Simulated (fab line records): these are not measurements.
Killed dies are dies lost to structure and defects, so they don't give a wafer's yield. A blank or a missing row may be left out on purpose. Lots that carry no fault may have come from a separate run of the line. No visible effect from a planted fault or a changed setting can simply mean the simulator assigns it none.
Chamber matching | flow n5Finfet | 4 sister chambers for N5_BEOL_M3_CMP_52 on cmp-04
The step polishes, stops on SiOC, t overpolish 6.8 s, target thk 40 nm. 24 wafers are shown with their chamber, then 12 later ones without.

== WAFERS WITH THEIR CHAMBER ==
wafer  | chamber | motorCurrentA (A) | timeToEndpointS (s) | barrierFieldEndpointS (s)
L077.1 | 0       | 5.6               | 59                  | 23.7
L077.2 | 1       | 5.5               | 57                  | 24.4
L077.3 | 3       | 4.6               | 59                  | 24.4
L079.1 | 3       | 4.7               | 58                  | 23.9
L079.4 | 2       | 5.9               | 62                  | 24.6
L079.5 | 3       | 4.8               | 59                  | 24.8
L081.1 | 3       | 4.6               | 64                  | 24.5
L081.3 | 2       | 5.8               | 65                  | 25.2
L081.6 | 2       | 5.8               | 66                  | 25.9
L083.1 | 2       | 6.2               | 63                  | 24.7
L083.2 | 0       | 5.5               | 60                  | 24.1
L083.6 | 2       | 5.8               | 64                  | 24.8
L085.1 | 0       | 5.3               | 62                  | 24.3
L085.2 | 3       | 4.7               | 61                  | 25.0
L085.3 | 2       | 5.5               | 64                  | 24.7
L086.3 | 3       | 4.8               | 61                  | 24.0
L086.5 | 0       | 5.4               | 61                  | 24.7
L086.6 | 3       | 4.5               | 59                  | 25.1
L088.1 | 1       | 5.8               | 57                  | 23.5
L088.4 | 2       | 5.8               | 59                  | 24.1
L088.5 | 1       | 5.8               | 56                  | 23.7
L087.3 | 1       | 6.0               | 55                  | 24.2
L087.4 | 0       | 5.4               | 60                  | 24.5
L087.5 | 1       | 5.8               | 55                  | 23.5

SIGNATURES (means of the wafers above)
reading               | chamber 0 | chamber 1 | chamber 2 | chamber 3 | scatter within a chamber
motorCurrentA         | 5.440     | 5.780     | 5.829     | 4.671     | 0.159
timeToEndpointS       | 60.40     | 56.00     | 63.29     | 60.14     | 1.81
barrierFieldEndpointS | 24.260    | 23.860    | 24.857    | 24.529    | 0.474
Rule: a wafer lies at a distance from a chamber equal to the root of the sum of squares, over the readings, of (its reading less the chamber's mean, divided by the reading's scatter). The wafer belongs to the nearest chamber; if the next one is less than 2 further off, it can't be placed. The scatter is the square root of a quotient: the sum, over the shown wafers, of each reading's squared deviation from its chamber's mean, divided by wafers minus chambers.

== WAFERS WHOSE CHAMBER IS MISSING ==
wafer  | motorCurrentA (A) | timeToEndpointS (s) | barrierFieldEndpointS (s)
L091.2 | 5.4               | 60                  | 24.0
L091.3 | 5.0               | 57                  | 23.3
L091.6 | 5.7               | 61                  | 23.7
L090.3 | 5.0               | 56                  | 24.3
L090.4 | 5.6               | 57                  | 24.2
L090.5 | 5.6               | 62                  | 25.4
L092.1 | 4.7               | 58                  | 24.3
L092.2 | 5.3               | 60                  | 24.1
L092.5 | 6.1               | 62                  | 24.6
L096.2 | 6.0               | 67                  | 24.5
L096.5 | 6.4               | 62                  | 24.7
L096.6 | 6.0               | 66                  | 24.6

== CHAMBER TAKEN BY EACH ==
wafer  | from the rows above          | in truth
L091.2 | 0                            | 0
L091.3 | can't be placed: 3 or 0 or 1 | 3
L091.6 | can't be placed: 0 or 1 or 2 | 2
L090.3 | can't be placed: 3 or 0 or 1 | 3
L090.4 | can't be placed: 1 or 0      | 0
L090.5 | can't be placed: 2 or 0      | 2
L092.1 | 3                            | 3
L092.2 | 0                            | 0
L092.5 | 2                            | 2
L096.2 | 2                            | 2
L096.5 | can't be placed: 2 or 1      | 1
L096.6 | 2                            | 2
Placed correctly: 6 of 12. Cannot be placed on the basis of these rows: 6; the candidates contain the true chamber in 6. Number placed wrongly: 0.
